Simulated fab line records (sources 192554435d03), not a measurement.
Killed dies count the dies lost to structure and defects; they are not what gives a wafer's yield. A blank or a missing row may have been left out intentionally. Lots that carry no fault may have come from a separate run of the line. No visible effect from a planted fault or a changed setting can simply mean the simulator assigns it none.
fab line records	flow n5_finfet
record: lots: 5	wafers: 15	last_day: 19
route steps=1938 shown BEOL_M1@834 BEOL_M2@841 BEOL_M4@1111
lots that met no fault: from a run of the same line without faults
start_h: start of the lot's first displayed wafer, in hours after the record's first day	wait_h: hours from the lot's prior step to this one	" unchanged from the row above	L1.1+2: a single row standing in for several wafers	- no value present, or no start provided	* or withheld: withheld	< > ~ a bound
route shown NAME@n: NAME is a module with steps in the file, n the number in the route of the first one	usual: mean and standard deviation over wafers with no fault	same: alike in all rows	chamber/n: place in a boat	sites: per-site readings	_std_site: how widely they spread, as a standard deviation	_edge_site: mean of outer sites minus mean of inner sites	radius_mm: how far each site lies from the wafer's centre	mask NAME#n: copy n	behind: the most recent tool/chamber to have shaped the wafer	hold: reason for holding the lot/hours on hold/outcome of the hold	device: the transistor (n, p or np) that didn't switch	end of line: tests run on the same wafers once the route is complete	a step without rows: its recipe alone	killed: count of dies lost to structure and defects at first sort (not the wafer's yield)	map: shows each die of a wafer: x if killed, . if not, _ if none is there
set.NAME: the setting that was run; set.NAME@STEP: the one run at that earlier step	model.NAME: the simulator's own value behind a step, which no gauge read
lots at selected steps of the route; one table per step, one row per wafer
services: the hour from which a tool's chamber was out of use, counted from the record's first day as start_h (under 0 if before that day), plus the number of hours and why
== steps ==
step: N5_BEOL_M1_THK_MEAS_53
recipe: thk_meas_gauge: xrf	reads: Cu_of_BEOL_M1_ECD_50
usual: M1_THK: 39.2/1.7
lot.wafer	tool	chamber	start_h	wait_h	M1_THK[nm]
L893.1	film_metro-01	-	133.76	-	38.9
L893.3	"	-	"	"	37.0
L893.5	"	-	"	"	39.8
L895.1	film_metro-01	-	150.14	-	40.1
L895.2	"	-	"	"	41.2
L895.6	"	-	"	"	38.4
L909.1	film_metro-02	-	249.00	-	40.5
L909.2	"	-	"	"	40.8
L909.3	"	-	"	"	41.2
L911.1	film_metro-01	-	254.61	-	39.0
L911.2	"	-	"	"	39.2
L911.6	"	-	"	"	41.3
L914.1	film_metro-02	-	273.22	-	40.2
L914.4	"	-	"	"	39.1
L914.5	"	-	"	"	41.9
step: N5_BEOL_M1_PRE_CLEAN_60
recipe: gas: NH3/H2	time_s: 15	temp_c: *	rf_power_w: 300
step: N5_BEOL_M1_CO_CAP_55
recipe: material: Co	target_thk_a: 20	temp_c: 200	precursor: CCTBA/H2	pressure_torr: 30	time_s: 102.1
usual: heater_power_w: 243/16
lot.wafer	tool	chamber	start_h	wait_h	heater_power_w
L893.1	cvd_co-02	0	133.90	0.0	235
L893.3	"	2	"	"	255
L893.5	"	1	"	"	238
L895.1	cvd_co-02	1	150.22	0.0	233
L895.2	"	2	"	"	255
L895.6	"	0	"	"	237
L909.1	cvd_co-01	2	249.08	0.0	259
L909.2	"	1	"	"	218
L909.3	"	0	"	"	261
L911.1	cvd_co-01	2	254.92	0.0	260
L911.2	"	1	"	"	215
L911.6	"	1	"	"	214
L914.1	cvd_co-01	2	273.30	0.0	252
L914.4	"	1	"	"	216
L914.5	"	0	"	"	262
step: N5_BEOL_M1_PRE_CLEAN_56
recipe: gas: NH3	time_s: 15	temp_c: withheld	rf_power_w: 300
step: N5_BEOL_M1_DEP_57
recipe: material: SiCN	target_thk_a: 80	temp_c: withheld	precursor: 3MS/NH3	pressure_torr: 3	rf_w: 202	time_s: 14
usual: showerhead_plenum_p_Torr: 3.661/0.013	throttle_valve_pct: 9.0/0.47
lot.wafer	tool	chamber	start_h	wait_h	showerhead_plenum_p_Torr	throttle_valve_pct
L893.1	pecvd-02	2	134.02	0.0	3.653	8.3
L893.3	"	1	"	"	3.661	9.0
L893.5	"	0	"	"	3.682	9.7
L895.1	pecvd-01	0	150.33	0.0	3.651	9.3
L895.2	"	1	"	"	3.650	9.4
L895.6	"	0	"	"	3.658	9.4
L909.1	pecvd-02	0	249.21	0.0	3.682	9.8
L909.2	"	1	"	"	3.664	9.1
L909.3	"	2	"	"	3.650	8.1
L911.1	pecvd-02	2	255.03	0.0	3.657	8.7
L911.2	"	0	"	"	3.676	9.7
L911.6	"	2	"	"	3.654	8.1
L914.1	pecvd-03	0	273.42	0.0	3.651	8.8
L914.4	"	1	"	"	3.655	8.5
L914.5	"	0	"	"	3.660	8.7
step: N5_BEOL_M1_RS_MEAS_58
recipe: thk_meas_gauge: four-point-probe	reads: Co_of_BEOL_M1_CO_CAP_55+Cu_of_BEOL_M1_ECD_50+Co_of_BEOL_M1_CVD_47+TaN_of_BEOL_M1_ALD_84
usual: M1_RS: 0.67/0.036
lot.wafer	tool	chamber	start_h	wait_h	M1_RS[ohm/sq]
L893.1	film_metro-01	-	134.09	0.0	0.68
L893.3	"	-	"	"	0.72
L893.5	"	-	"	"	0.66
L895.1	film_metro-01	-	150.40	0.0	0.66
L895.2	"	-	"	"	0.63
L895.6	"	-	"	"	0.69
L909.1	film_metro-02	-	249.27	0.0	0.65
L909.2	"	-	"	"	0.65
L909.3	"	-	"	"	0.64
L911.1	film_metro-02	-	255.10	0.0	0.68
L911.2	"	-	"	"	0.67
L911.6	"	-	"	"	0.63
L914.1	film_metro-01	-	273.49	0.0	0.65
L914.4	"	-	"	"	0.67
L914.5	"	-	"	"	0.62
step: N5_BEOL_M1_INSPECT_59
recipe: inspect_instrument: darkfield	mode: post_dep
usual: raw_defect_count: 76/21
lot.wafer	tool	chamber	start_h	wait_h	raw_defect_count
L893.1	defect_inspect-02	-	134.11	0.0	58
L893.3	"	-	"	"	43
L893.5	"	-	"	"	61
L895.1	defect_inspect-02	-	150.43	0.0	51
L895.2	"	-	"	"	60
L895.6	"	-	"	"	67
L909.1	defect_inspect-01	-	249.30	0.0	99
L909.2	"	-	"	"	61
L909.3	"	-	"	"	94
L911.1	defect_inspect-02	-	255.12	0.0	81
L911.2	"	-	"	"	78
L911.6	"	-	"	"	73
L914.1	defect_inspect-02	-	273.51	0.0	42
L914.4	"	-	"	"	39
L914.5	"	-	"	"	59
step: N5_BEOL_M2_ILD_DEP_00
recipe: material: SiOC	target_thk_a: 790	temp_c: 350	precursor: DEMS/O2	pressure_torr: 5	rf_w: 500	time_s: 15.3
step: N5_BEOL_M2_THK_MEAS_01
recipe: reads: SiOC_of_BEOL_M2_ILD_DEP_00
usual: M2_ILD_THK: 78.9/0.96
lot.wafer	tool	chamber	start_h	wait_h	M2_ILD_THK[nm]
L893.1	film_metro-01	-	134.22	0.0	78.0
L893.3	"	-	"	"	77.7
L893.5	"	-	"	"	80.3
L895.1	film_metro-02	-	150.53	0.0	78.0
L895.2	"	-	"	"	79.2
L895.6	"	-	"	"	80.4
L909.1	film_metro-01	-	249.40	0.0	78.6
L909.2	"	-	"	"	78.3
L909.3	"	-	"	"	76.7
L911.1	film_metro-01	-	255.23	0.0	76.7
L911.2	"	-	"	"	78.5
L911.6	"	-	"	"	78.8
L914.1	film_metro-02	-	273.62	0.0	79.5
L914.4	"	-	"	"	79.4
L914.5	"	-	"	"	79.6
step: N5_BEOL_M2_PECVD_72
recipe: material: SiO2	target_thk_a: 160	temp_c: 400	precursor: TEOS/O2	pressure_torr: 5.5	rf_w: 450	teos_flow_sccm: 53.8	gas: O2	flow_sccm: 3000	time_s: 18
usual: heater_power_w: 770/87	showerhead_plenum_p_Torr: 8.76/0.061	throttle_valve_pct: 22.7/1.3
lot.wafer	tool	chamber	start_h	wait_h	heater_power_w	showerhead_plenum_p_Torr	throttle_valve_pct
L893.1	pecvd-04	0	134.25	0.0	666	8.78	22.5
L893.3	"	1	"	"	759	8.75	24.9
L893.5	"	1	"	"	750	8.75	24.9
L895.1	pecvd-02	1	150.57	0.0	686	8.76	22.8
L895.2	"	2	"	"	779	8.70	20.5
L895.6	"	2	"	"	780	8.72	20.4
L909.1	pecvd-02	2	249.44	0.0	829	8.72	20.8
L909.2	"	1	"	"	701	8.75	22.4
L909.3	"	0	"	"	748	8.86	23.9
L911.1	pecvd-01	2	255.27	0.0	751	8.83	21.3
L911.2	"	1	"	"	744	8.73	22.9
L911.6	"	2	"	"	747	8.80	21.1
L914.1	pecvd-04	1	273.65	0.0	625	8.74	25.1
L914.4	"	1	"	"	648	8.73	25.0
L914.5	"	2	"	"	1001	8.65	20.9
step: N5_BEOL_M2_HM_DEP_02
recipe: material: TiN	target_thk_a: 200	temp_c: 25	chamber_pressure_pa: 0.49996
step: N5_BEOL_M2_COAT_61
recipe: resist: SOC	temp_c: 250	time_s: 60	spin_rpm: 1500	resist_thk_nm: 60
step: N5_BEOL_M2_COAT_62
recipe: resist: SiARC	temp_c: 220	time_s: 60	spin_rpm: 1500	resist_thk_nm: 12
usual: spin_speed_rpm: 1500.0/0.98
lot.wafer	tool	chamber	start_h	wait_h	spin_speed_rpm	model.SiARC_of_BEOL_M2_COAT_62.thk_nm
L893.1	litho_track-02	0	136.28	-	1499.8	12
L893.3	"	0	"	"	1498.3	12
L893.5	"	0	"	"	1500.6	12
L895.1	litho_track-04	0	152.14	-	1500.8	12
L895.2	"	0	"	"	1500.0	12
L895.6	"	0	"	"	1500.6	12
L909.1	litho_track-04	0	249.90	-	1499.1	12
L909.2	"	0	"	"	1499.8	12
L909.3	"	0	"	"	1499.2	12
L911.1	litho_track-02	0	256.68	-	1811.9	11
L911.2	"	0	"	"	1811.2	11
L911.6	"	0	"	"	1812.1	11
L914.1	litho_track-01	0	274.24	-	1500.4	12
L914.4	"	0	"	"	1499.7	12
L914.5	"	0	"	"	1500.3	12
step: N5_BEOL_M2_COAT_73
recipe: resist: underlayer	temp_c: 205	time_s: 60	spin_rpm: 1500	resist_thk_nm: 5
step: N5_BEOL_M2_COAT_05
recipe: resist: CAR-EUV	spin_rpm: 1500	resist_thk_nm: 30
step: N5_BEOL_M2_EBR_07
recipe: solvent: PGMEA	ebr_width_mm: 1.5
step: N5_BEOL_M2_SOFTBAKE_06
recipe: temp_c: 110	time_s: 60	resist: CAR-EUV
step: N5_BEOL_M2_EXPOSE_08
recipe: mask_id: M2	na: 0.33	source_shape: dipole	sigma_inner: 0.369	sigma_outer: 0.767	polarization: unpolarized	dose_mj: 41.25
step: N5_BEOL_M2_PEB_09
recipe: peb_temp_c: 100	peb_time_s: 60	resist: CAR-EUV
step: N5_BEOL_M2_DEVELOP_10
recipe: develop_time_s: 30	developer: TMAH	resist: CAR-EUV	rinse_liquid: surfactant_rinse	dry: air_spin	dev_temp_c: 23
step: N5_BEOL_M2_CD_MEAS_11
recipe: target_cd_nm: 16.79	landing_energy_ev: 500	detector: se_inlens	polarity: opening
usual: cd_nm: 16.90/0.23
lot.wafer	tool	chamber	start_h	wait_h	cd_nm
L893.1	cd_sem-03	0	136.54	-	16.90
L893.3	"	0	"	"	17.28
L893.5	"	0	"	"	17.04
L895.1	cd_sem-01	0	152.53	-	17.05
L895.2	"	0	"	"	16.62
L895.6	"	0	"	"	17.24
L909.1	cd_sem-03	0	250.29	-	16.69
L909.2	"	0	"	"	16.70
L909.3	"	0	"	"	16.70
L911.1	cd_sem-01	0	256.95	-	17.13
L911.2	"	0	"	"	16.56
L911.6	"	0	"	"	17.28
L914.1	cd_sem-03	0	274.63	-	17.00
L914.4	"	0	"	"	16.47
L914.5	"	0	"	"	16.93
step: N5_BEOL_M2_OVL_MEAS_12
recipe: points_per_wafer: 522
usual: M2_OVL: -0.3/0.67
lot.wafer	tool	chamber	start_h	wait_h	M2_OVL[nm]
L893.1	overlay-01	0	136.57	0.0	0.1
L893.3	"	0	"	"	-1.4
L893.5	"	0	"	"	-0.4
L895.1	overlay-01	0	152.56	0.0	0.3
L895.2	"	0	"	"	-0.6
L895.6	"	0	"	"	-0.7
L909.1	overlay-01	0	250.32	0.0	0.3
L909.2	"	0	"	"	0.5
L909.3	"	0	"	"	0.8
L911.1	overlay-02	0	256.98	0.0	-1.9
L911.2	"	0	"	"	-1.0
L911.6	"	0	"	"	-1.4
L914.1	overlay-02	0	274.66	0.0	0.3
L914.4	"	0	"	"	0.6
L914.5	"	0	"	"	0.3
step: N5_BEOL_M2_INSPECT_13
recipe: mode: adi	inspect_instrument: brightfield
usual: raw_defect_count: 433/84
lot.wafer	tool	chamber	start_h	wait_h	raw_defect_count
L893.1	defect_inspect-01	-	136.63	0.1	391
L893.3	"	-	"	"	355
L893.5	"	-	"	"	499
L895.1	defect_inspect-02	-	152.62	0.1	567
L895.2	"	-	"	"	396
L895.6	"	-	"	"	408
L909.1	defect_inspect-01	-	250.38	0.1	617
L909.2	"	-	"	"	315
L909.3	"	-	"	"	384
L911.1	defect_inspect-01	-	257.04	0.1	578
L911.2	"	-	"	"	383
L911.6	"	-	"	"	407
L914.1	defect_inspect-02	-	274.72	0.1	411
L914.4	"	-	"	"	490
L914.5	"	-	"	"	567
step: N5_BEOL_M2_DESCUM_16
recipe: chemistry: O2	time_s: 7	source_power_w: 50	bias_power_w: 20	pressure_mtorr: 20	rf_frequency_hz: 2.712e+07	temp_c: 40	resist: CAR-EUV	o2_flow_sccm: 225
usual: drypump_motor_current_A: 5.7/0.37	oes_product_au: 0.81/0.091	rf_vpp_V: 243.9/1.3	showerhead_plenum_p_Torr: 2.15/0.057	throttle_valve_pct: 20.3/0.31
lot.wafer	tool	chamber	start_h	wait_h	drypump_motor_current_A	oes_product_au	rf_hours_counter_h	rf_vpp_V	showerhead_plenum_p_Torr	throttle_valve_pct
L893.1	rie_diel-06	1	136.80	0.2	5.6	0.85	60	245.1	2.13	20.5
L893.3	"	2	"	"	5.6	0.68	233	242.8	2.16	20.3
L893.5	"	1	"	"	5.6	0.84	-	244.9	2.13	20.6
L895.1	rie_diel-01	1	152.67	0.0	5.3	0.73	195	243.4	2.15	20.4
L895.2	"	0	"	"	5.9	0.94	9	244.6	2.24	19.9
L895.6	"	1	"	"	5.3	0.72	-	245.5	2.15	20.5
L909.1	rie_diel-01	1	250.41	0.0	5.3	0.71	232	245.1	2.14	20.5
L909.2	"	2	"	"	5.9	0.79	90	244.5	2.20	20.1
L909.3	"	0	"	"	5.9	0.86	47	244.7	2.23	20.0
L911.1	rie_diel-01	3	257.07	0.0	5.2	0.86	56	243.2	2.12	20.1
L911.2	"	0	"	"	5.9	0.86	48	244.4	2.23	20.0
L911.6	"	0	"	"	5.9	0.86	-	246.0	2.23	20.0
L914.1	rie_diel-06	0	274.75	0.0	5.2	0.90	38	242.9	2.14	19.9
L914.4	"	3	"	"	4.9	0.68	240	241.0	1.97	20.3
L914.5	"	0	"	"	5.2	0.90	-	245.9	2.14	19.9
step: N5_BEOL_M2_ETCH_74
recipe: chemistry: N2/H2	target: underlayer	target_depth_a: 65	mask_material: CAR-EUV	time_s: 5.2	ion_energy_ev: 200	pressure_mtorr: 30	source_w: 840	bias_w: 150	n2_flow_sccm: 200	h2_flow_sccm: 200	ends: cleared
usual: drypump_motor_current_A: 5.7/0.37	etch_rf_on_time_s: 5.20/0.11	oes_product_au: 0.69/0.076	rf_vpp_V: 525.6/2.3	showerhead_plenum_p_Torr: 2.60/0.072	throttle_valve_pct: 17.6/0.32
lot.wafer	tool	chamber	start_h	wait_h	drypump_motor_current_A	etch_rf_on_time_s	oes_product_au	rf_hours_counter_h	rf_vpp_V	showerhead_plenum_p_Torr	throttle_valve_pct
L893.1	rie_diel-06	1	136.83	0.0	5.6	5.11	0.73	60	524.4	2.57	17.8
L893.3	"	2	"	"	5.6	5.13	0.59	233	524.9	2.62	17.9
L893.5	"	1	"	"	5.6	5.12	0.73	-	526.8	2.57	17.8
L895.1	rie_diel-01	1	152.70	0.0	5.3	5.30	0.62	195	523.6	2.62	18.0
L895.2	"	0	"	"	5.9	5.18	0.79	9	528.8	2.71	17.3
L895.6	"	1	"	"	5.3	5.29	0.62	-	527.3	2.62	17.9
L909.1	rie_diel-01	1	250.45	0.0	5.3	5.33	0.60	232	524.2	2.60	18.0
L909.2	"	2	"	"	5.9	5.36	0.65	90	527.0	2.68	17.6
L909.3	"	0	"	"	5.9	5.22	0.72	47	527.3	2.69	17.4
L911.1	rie_diel-01	3	257.11	0.0	5.3	4.94	0.75	56	525.7	2.57	17.5
L911.2	"	0	"	"	5.9	5.26	0.71	48	528.0	2.69	17.4
L911.6	"	0	"	"	5.9	5.26	0.73	-	527.5	2.69	17.3
L914.1	rie_diel-06	0	274.78	0.0	5.2	5.15	0.76	38	525.5	2.57	17.1
L914.4	"	3	"	"	4.9	5.35	0.58	240	517.1	2.40	17.8
L914.5	"	0	"	"	5.2	5.16	0.75	-	524.5	2.57	17.1
step: N5_BEOL_M2_ETCH_63
recipe: chemistry: CF4	target: SiARC	target_depth_a: 156	mask_material: CAR-EUV	time_s: 26	ion_energy_ev: 80	pressure_mtorr: 40	source_w: 545	bias_w: 36	Ar_flow_sccm: 100	cf4_flow_sccm: 100	ends: cleared
usual: drypump_motor_current_A: 5.7/0.37	etch_rf_on_time_s: 26.0/0.55	oes_product_au: 0.69/0.076	rf_vpp_V: 184.6/1	showerhead_plenum_p_Torr: 2.19/0.052	throttle_valve_pct: 15.4/0.33
lot.wafer	tool	chamber	start_h	wait_h	drypump_motor_current_A	etch_rf_on_time_s	oes_product_au	rf_hours_counter_h	rf_vpp_V	showerhead_plenum_p_Torr	throttle_valve_pct	model.etch.depth_nm
L893.1	rie_diel-06	1	136.85	0.0	5.6	26.3	0.72	60	183.9	2.16	15.6	12.06
L893.3	"	2	"	"	5.6	25.8	0.59	233	185.5	2.19	15.5	12.03
L893.5	"	1	"	"	5.5	26.5	0.71	-	185.4	2.16	15.6	12.05
L895.1	rie_diel-01	1	152.72	0.0	5.3	26.0	0.63	195	185.7	2.23	15.8	11.95
L895.2	"	0	"	"	5.9	25.9	0.79	9	184.8	2.28	15.1	12
L895.6	"	1	"	"	5.3	26.1	0.63	-	184.2	2.22	15.8	11.96
L909.1	rie_diel-01	1	250.47	0.0	5.3	26.3	0.60	232	184.2	2.21	15.9	11.95
L909.2	"	2	"	"	5.9	26.6	0.66	90	184.6	2.23	15.3	11.94
L909.3	"	0	"	"	5.9	26.5	0.72	47	185.3	2.27	15.1	11.97
L911.1	rie_diel-01	3	257.12	0.0	5.2	22.4	0.74	56	183.9	2.18	15.4	10.94
L911.2	"	0	"	"	5.9	23.6	0.73	48	187.0	2.27	15.1	10.91
L911.6	"	0	"	"	5.9	24.0	0.73	-	185.5	2.27	15.1	10.93
L914.1	rie_diel-06	0	274.80	0.0	5.2	25.8	0.75	38	184.1	2.18	15.1	11.95
L914.4	"	3	"	"	4.9	26.6	0.58	240	182.4	2.04	15.7	11.94
L914.5	"	0	"	"	5.2	26.0	0.75	-	184.9	2.18	15.0	11.96
step: N5_BEOL_M2_ETCH_64
recipe: chemistry: N2/H2	target: SOC	target_depth_a: 750	overetch_a: 225	mask_material: SiARC	temp_c: 40	time_s: 121.9	ion_energy_ev: 200	pressure_mtorr: 30	source_w: 840	bias_w: 150	n2_flow_sccm: 200	h2_flow_sccm: 200
usual: drypump_motor_current_A: 5.7/0.37	oes_product_au: 0.61/0.064	rf_vpp_V: 525.6/2.1	showerhead_plenum_p_Torr: 2.60/0.072	throttle_valve_pct: 17.6/0.32
lot.wafer	tool	chamber	start_h	wait_h	drypump_motor_current_A	oes_product_au	rf_hours_counter_h	rf_vpp_V	showerhead_plenum_p_Torr	throttle_valve_pct	model.SiARC_of_BEOL_M2_COAT_62.thk_nm
L893.1	rie_diel-06	1	136.88	0.0	5.6	0.63	60	525.2	2.57	17.8	6.4
L893.3	"	2	"	"	5.6	0.52	233	525.5	2.62	17.8	6.6
L893.5	"	1	"	"	5.6	0.64	-	526.4	2.57	17.8	6.4
L895.1	rie_diel-01	1	152.75	0.0	5.3	0.56	195	525.4	2.62	17.9	6.4
L895.2	"	0	"	"	5.9	0.71	9	528.3	2.71	17.2	6.4
L895.6	"	1	"	"	5.3	0.56	-	524.8	2.62	17.9	6.4
L909.1	rie_diel-01	1	250.49	0.0	5.3	0.54	232	525.3	2.60	17.9	6.4
L909.2	"	2	"	"	5.9	0.60	90	527.2	2.68	17.6	6.6
L909.3	"	0	"	"	5.9	0.65	47	527.6	2.69	17.3	6.4
L911.1	rie_diel-01	3	257.15	0.0	5.3	0.65	56	524.3	2.57	17.5	5.2
L911.2	"	0	"	"	5.9	0.64	48	527.8	2.69	17.3	5.2
L911.6	"	0	"	"	5.9	0.65	-	527.1	2.69	17.3	5.2
L914.1	rie_diel-06	0	274.83	0.0	5.2	0.67	38	525.8	2.57	17.0	6.2
L914.4	"	3	"	"	4.9	0.52	240	520.9	2.39	17.7	6.4
L914.5	"	0	"	"	5.2	0.67	-	525.4	2.57	17.0	6.2
step: N5_BEOL_M2_STRIP_65
recipe: chemistry: N2/H2	temp_c: 40	n2_flow_sccm: 200	h2_flow_sccm: 200	rf_frequency_hz: 6e+07
step: N5_BEOL_M4_RC_MEAS_101
usual: DIBL_N: 36.0/1.9	DIBL_P: 35.6/2.2	IOFF_N: 0.15/0.031	IOFF_P: 0.19/0.032	ION_N: 668/11	ION_P: 455/7.2	SS_N: 71.5/0.65	SS_P: 73.4/0.64	VT_N: 251/3.6	VT_P: -253/3.3
lot.wafer	tool	chamber	start_h	wait_h	DIBL_N[mV/V]	DIBL_P[mV/V]	IOFF_N[nA/um]	IOFF_P[nA/um]	ION_N[uA/um]	ION_P[uA/um]	SS_N[mV/dec]	SS_P[mV/dec]	VT_N[mV]	VT_P[mV]
L893.1	prober-01	0	190.02	0.0	37.8	36.5	0.18	0.22	673	455	70.8	72.9	247	-249
L893.3	"	0	"	"	34.8	32.4	0.13	0.16	662	458	70.9	72.3	254	-255
L893.5	"	0	"	"	34.9	32.4	0.13	0.16	660	450	70.6	72.4	253	-253
L895.1	prober-01	0	198.55	0.0	34.5	33.8	0.14	0.16	666	446	71.2	72.6	252	-254
L895.2	"	0	"	"	35.0	33.8	0.13	0.16	672	453	71.2	71.9	254	-255
L895.6	"	0	"	"	32.4	31.5	0.11	0.14	663	453	70.5	71.7	253	-257
L909.1	prober-01	0	308.32	0.0	34.6	36.4	0.15	0.21	671	463	71.2	73.3	249	-248
L909.2	"	0	"	"	34.0	34.4	0.13	0.17	659	450	70.9	72.7	252	-251
L909.3	"	0	"	"	35.1	36.5	0.15	0.21	673	464	70.8	73.3	250	-254
L911.1	prober-02	0	313.66	0.0	39.0	37.8	0.18	0.21	668	457	71.8	74.2	249	-252
L911.2	"	0	"	"	36.6	35.2	0.15	0.18	674	453	70.4	73.2	252	-253
L911.6	"	0	"	"	36.7	35.5	0.15	0.18	682	458	71.2	73.5	252	-255
L914.1	prober-02	0	325.81	0.0	39.4	40.4	0.24	0.31	692	473	73.1	74.7	244	-243
L914.4	"	0	"	"	37.2	36.9	0.18	0.23	681	465	72.0	73.5	248	-248
L914.5	"	0	"	"	36.8	36.4	0.17	0.22	673	456	72.0	73.3	248	-249
== services ==
tool	chamber	start_h	hours	kind
rie_diel-01	1	111.49	9.7	repair
pecvd-03	-	125.98	0.6	repair
rie_diel-06	0	130.10	4.0	repair
rie_diel-06	0	141.88	-	clean
rie_diel-06	0	141.88	-	consumable_replace:focus_ring
rie_diel-06	0	141.88	33.7	scheduled_down
rie_diel-06	0	141.88	33.7	vent_cycle
pecvd-03	0	144.63	19.6	repair
cvd_co-01	-	152.87	1.3	repair
rie_diel-01	3	156.77	43.4	repair
pecvd-01	-	160.83	0.8	repair
pecvd-02	2	163.09	76.1	repair
rie_diel-06	3	181.80	17.0	repair
cvd_co-01	-	185.44	6.9	pm
cvd_co-01	1	196.74	8.7	repair
rie_diel-06	2	198.81	-	clean
rie_diel-06	2	198.81	-	consumable_replace:focus_ring
rie_diel-06	2	198.81	16.9	scheduled_down
rie_diel-01	-	202.64	0.5	repair
pecvd-01	-	203.81	0.8	pm
pecvd-01	-	218.69	0.9	repair
cvd_co-02	-	251.00	6.0	pm
rie_diel-01	-	252.18	2.8	pm
cvd_co-02	-	264.18	0.8	repair
== key ==
first_sign: step: N5_BEOL_M2_COAT_62	reading: spin_speed_rpm	direction: up	sigmas: 99+	usual: *	struck: *
effect: step: N5_BEOL_M2_ETCH_63	reading: etch_rf_on_time_s	direction: down	sigmas: 4.8	usual: *	struck: *
model_effect: step: N5_BEOL_M2_COAT_62	value: SiARC_of_BEOL_M2_COAT_62.thk_nm	without: 12	struck: 11
model_effect: step: N5_BEOL_M2_ETCH_63	value: etch.depth_nm	without: 12.01	struck: 10.93
model_effect: step: N5_BEOL_M2_ETCH_64	value: SiARC_of_BEOL_M2_COAT_62.thk_nm	without: 6.333	struck: 5.2
met_at N5_BEOL_M2_COAT_62
struck_wafers L911.1,L911.2,L911.6
onset_between 136.28 256.68
fault: kind: process_parameter_drift	tool: litho_track-02	chamber: -	onset_h: 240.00	steps: N5_BEOL_M2_COAT_62	channel: spin_rpm	offset: *	shape: step	acts_in: *	stated: *
